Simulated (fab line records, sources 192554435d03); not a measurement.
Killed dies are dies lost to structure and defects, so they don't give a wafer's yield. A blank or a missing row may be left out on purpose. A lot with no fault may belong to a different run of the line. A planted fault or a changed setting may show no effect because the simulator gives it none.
Matching of chambers | flow n5-finfet | 4 sister chambers for N5_BEOL_M7_DESCUM_33 on rie-diel-02
The step chemistry O2, time 7 s. 8 wafers are shown with their chamber, then 7 later ones without.

== WAFERS, EACH WITH ITS CHAMBER ==
wafer  | chamber | drypump-motor-current-A (A) | showerhead-plenum-p-Torr (Torr)
L989.1 | 2       | 5.6                         | 2.17
L997.5 | 0       | 4.6                         | 2.15
L103.2 | 0       | 4.7                         | 2.14
L107.1 | 3       | 5.9                         | 2.08
L107.3 | 2       | 5.7                         | 2.16
L107.4 | 1       | 5.0                         | 2.15
L106.3 | 3       | 5.9                         | 2.08
L106.4 | 1       | 5.0                         | 2.14

== WAFERS WHOSE CHAMBER IS MISSING ==
wafer  | drypump-motor-current-A (A) | showerhead-plenum-p-Torr (Torr)
L106.5 | 5.0                         | 2.14
L111.2 | 5.1                         | 2.14
L111.3 | 5.7                         | 2.16
L111.5 | 5.9                         | 2.08
L110.2 | 5.6                         | 2.16
L110.3 | 5.1                         | 2.14
L110.5 | 5.9                         | 2.07

== WHICH CHAMBER EACH ONE RAN IN ==
wafer  | from the rows above | in truth
L106.5 | 1                   | 1
L111.2 | 1                   | 1
L111.3 | 2                   | 2
L111.5 | 3                   | 3
L110.2 | 2                   | 2
L110.3 | 1                   | 1
L110.5 | 3                   | 3
Placed correctly: 7 of 7. Number that these rows cannot place: 0. Placed wrongly: 0.
How it was worked out, from the rows above alone: a wafer's distance from a chamber is the root of the sum, over the readings, of the square of ((its reading less the chamber's mean) divided by the reading's scatter). The wafer belongs to the nearest chamber; if the next one is less than 2 further off, it can't be placed. The mean given for a chamber averages the wafers shown for that chamber. The scatter: the root of (the sum of the squares of (reading less its chamber's mean) over the shown wafers, divided by (wafers less chambers)).
